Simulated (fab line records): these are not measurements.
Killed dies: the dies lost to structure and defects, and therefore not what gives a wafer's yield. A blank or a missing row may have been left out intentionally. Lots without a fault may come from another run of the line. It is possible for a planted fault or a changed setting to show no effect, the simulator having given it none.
Lot-split experiment / flow n5 finfet / 21 wafers read from 7 lots, route of 1938 steps

== ABOUT THE SPLIT ==
At N5_BEOL_M0_SAQP_EXPOSE_37 (exposes mask M0 CUT1, target cd 30 nm), the setting dose mj was moved away from the recipe's 44.75 on 6 of the 21 wafers read, by -3.8% to +7.1%. The other wafers ran this setting at the recipe's value.

== FROM THE SPLIT TO THE READING: what the file shows between them, 2 steps ==
- N5_BEOL_M0_SAQP_PEB_38: peb time 60 s
- N5_BEOL_M0_SAQP_DEVELOP_39: develop time 30 s

== THE READING ==
cd nm at N5_BEOL_M0_SAQP_CD_MEAS_40, given in nm (cd target 30 nm). Fault-free wafers of this fab line usually give 29.99 nm, standard deviation 0.24 nm.

wafer=L080.1; tool, chamber at the split=euv scanner-02, 0; dose mj as run=45.9; against the recipe=+2.6%; cd nm, nm=30.46; against lot-mates on the recipe=+0.65
wafer=L080.3; tool, chamber at the split=euv scanner-02, 0; dose mj as run=44.75; against the recipe=recipe; cd nm, nm=29.77; against lot-mates on the recipe=-
wafer=L080.6; tool, chamber at the split=euv scanner-02, 0; dose mj as run=44.75; against the recipe=recipe; cd nm, nm=29.85; against lot-mates on the recipe=-
wafer=L081.1; tool, chamber at the split=euv scanner-02, 0; dose mj as run=44.75; against the recipe=recipe; cd nm, nm=29.97; against lot-mates on the recipe=-
wafer=L081.4; tool, chamber at the split=euv scanner-02, 0; dose mj as run=46.77; against the recipe=+4.5%; cd nm, nm=30.65; against lot-mates on the recipe=+0.68
wafer=L081.6; tool, chamber at the split=euv scanner-02, 0; dose mj as run=46.77; against the recipe=+4.5%; cd nm, nm=30.71; against lot-mates on the recipe=+0.74
wafer=L082.2; tool, chamber at the split=euv scanner-02, 0; dose mj as run=44.75; against the recipe=recipe; cd nm, nm=29.74; against lot-mates on the recipe=-
wafer=L082.4; tool, chamber at the split=euv scanner-02, 0; dose mj as run=44.75; against the recipe=recipe; cd nm, nm=29.99; against lot-mates on the recipe=-
wafer=L082.5; tool, chamber at the split=euv scanner-02, 0; dose mj as run=44.75; against the recipe=recipe; cd nm, nm=30.13; against lot-mates on the recipe=-
wafer=L083.4; tool, chamber at the split=euv scanner-02, 0; dose mj as run=44.75; against the recipe=recipe; cd nm, nm=30.03; against lot-mates on the recipe=-
wafer=L083.5; tool, chamber at the split=euv scanner-02, 0; dose mj as run=44.75; against the recipe=recipe; cd nm, nm=29.96; against lot-mates on the recipe=-
wafer=L083.6; tool, chamber at the split=euv scanner-02, 0; dose mj as run=44.75; against the recipe=recipe; cd nm, nm=29.90; against lot-mates on the recipe=-
wafer=L089.2; tool, chamber at the split=euv scanner-01, 0; dose mj as run=44.75; against the recipe=recipe; cd nm, nm=29.86; against lot-mates on the recipe=-
wafer=L089.3; tool, chamber at the split=euv scanner-01, 0; dose mj as run=47.93; against the recipe=+7.1%; cd nm, nm=31.32; against lot-mates on the recipe=+1.20
wafer=L089.4; tool, chamber at the split=euv scanner-01, 0; dose mj as run=44.75; against the recipe=recipe; cd nm, nm=30.38; against lot-mates on the recipe=-
wafer=L093.1; tool, chamber at the split=euv scanner-02, 0; dose mj as run=44.75; against the recipe=recipe; cd nm, nm=29.99; against lot-mates on the recipe=-
wafer=L093.4; tool, chamber at the split=euv scanner-02, 0; dose mj as run=44.75; against the recipe=recipe; cd nm, nm=30.00; against lot-mates on the recipe=-
wafer=L093.5; tool, chamber at the split=euv scanner-02, 0; dose mj as run=44.75; against the recipe=recipe; cd nm, nm=29.96; against lot-mates on the recipe=-
wafer=L094.2; tool, chamber at the split=euv scanner-02, 0; dose mj as run=44.75; against the recipe=recipe; cd nm, nm=30.11; against lot-mates on the recipe=-
wafer=L094.3; tool, chamber at the split=euv scanner-02, 0; dose mj as run=43.04; against the recipe=-3.8%; cd nm, nm=29.55; against lot-mates on the recipe=-0.56
wafer=L094.6; tool, chamber at the split=euv scanner-02, 0; dose mj as run=43.04; against the recipe=-3.8%; cd nm, nm=29.41; against lot-mates on the recipe=-0.70

FIT RESULTS
A straight line over all 21 wafers: cd nm changes by +0.163 nm for each +1% of dose mj; r = +0.94; the points scatter about the line by 0.15 nm.
The same after taking each lot's own level away (the mean of its wafers on the recipe; 21 wafers): +0.168 nm for each +1%; r = +0.96; scatter 0.12 nm.
According to that fit, moving dose mj by its largest amount changes the reading by 1.2 nm.
The span of the lots' own levels, 29.810 to 30.120 nm, comes to 1.3 times the standard deviation stated above.
The two slopes agree, so the slope changes little with the lot-to-lot level.
Check: +1.2 nm against its lot-mates is what the line predicts for one of the wafers moved furthest among these (+7.1%) when that wafer is left out of the fit. Against them it came out at +1.2 nm.

== OTHER SPLITS ON THESE WAFERS ==
These wafers also went through other splits before the reading. Each is held against what the fit with the lots' levels taken away leaves over:
other split on the same wafers=N5_MOL_CONTACT_COAG_ETCH_106 source w; wafers away from the commonest value=6; r with cd nm (lot level and that fit taken away)=+0.03
other split on the same wafers=N5_BEOL_M0_SAQP_COAT_87 spin rpm; wafers away from the commonest value=8; r with cd nm (lot level and that fit taken away)=-0.40

== THE WHOLE CHAIN: every reading that the file lists as answering this split, in the file's order ==
step=N5_BEOL_M0_SAQP_CD_MEAS_40; what it does=target cd 30 nm; reading=cd nm; change (the file's fit)=+0.172 nm for each +1% of the setting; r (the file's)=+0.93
step=N5_BEOL_M0_SAQP_DESCUM_45; what it does=chemistry O2, time 7 s; reading=BEOL_M0_SAQP.cd nm (the simulator's own value, which no gauge read); change (the file's fit)=+0.229 nm for each +1% of the setting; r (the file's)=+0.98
step=N5_BEOL_M0_SAQP_ETCH_88; what it does=etches underlayer in N2/H2, target depth 6.5 nm, time 5.2 s; reading=BEOL_M0_SAQP.cd nm (the simulator's own value, which no gauge read); change (the file's fit)=+0.222 nm for each +1% of the setting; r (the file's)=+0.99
step=N5_BEOL_M0_SAQP_ETCH_49; what it does=etches SiO2 in CF4/O2, target depth 37 nm; reading=BEOL_M0_SAQP.cd nm (the simulator's own value, which no gauge read); change (the file's fit)=+0.215 nm for each +1% of the setting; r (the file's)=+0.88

== FILE'S OWN FIT ==
cd nm changes by +0.172 nm for each +1% of dose mj, r = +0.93.
